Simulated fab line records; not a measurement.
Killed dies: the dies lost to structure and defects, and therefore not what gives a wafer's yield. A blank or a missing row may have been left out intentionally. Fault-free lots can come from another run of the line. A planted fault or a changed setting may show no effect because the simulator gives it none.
Matching of chambers ; flow n5-finfet ; N5_HKMG_FIN_ALD_74 on ald-hk-02 has 4 sister chambers
The step deposits La2O3, target thk 0.5 nm, pulse time 6 s, co reactant pulse time 1 s. 8 wafers are shown with their chamber, then 8 later ones without.

EACH WAFER AND ITS CHAMBER
wafer;chamber;heater-power-w (W);precursor-pulse-height-rel
L081.2;2;373;1.021
L082.4;1;411;0.977
L082.6;3;319;1.037
L087.4;2;366;1.017
L088.1;3;328;1.017
L088.2;0;342;0.963
L088.5;1;408;0.988
L091.1;0;334;1.021

WAFERS WITH NO CHAMBER GIVEN
wafer;heater-power-w (W);precursor-pulse-height-rel
L091.2;316;0.986
L091.4;375;0.994
L097.1;334;1.034
L097.2;383;0.985
L097.3;317;0.985
L097.4;416;0.993
L097.5;349;1.029
L097.6;318;1.000

WHICH CHAMBER EACH ONE RAN IN
wafer;from the rows above;in truth
L091.2;can't be placed: 3 or 0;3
L091.4;2;2
L097.1;can't be placed: 0 or 3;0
L097.2;2;2
L097.3;can't be placed: 3 or 0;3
L097.4;1;1
L097.5;can't be placed: 0 or 2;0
L097.6;3;3
Correctly placed: 4 of 8. These rows do not allow placing 4 (true chamber among the candidates in 4). Number placed wrongly: 0.
How it was worked out, from the rows above alone: a wafer's distance from a chamber is the root of the sum, over the readings, of the square of ((its reading less the chamber's mean) divided by the reading's scatter). The wafer belongs to the nearest chamber; if the next one is less than 2 further off, it can't be placed. Each chamber's mean is taken over the wafers shown for it. The scatter: the root of (the sum of the squares of (reading less its chamber's mean) over the shown wafers, divided by (wafers less chambers)).
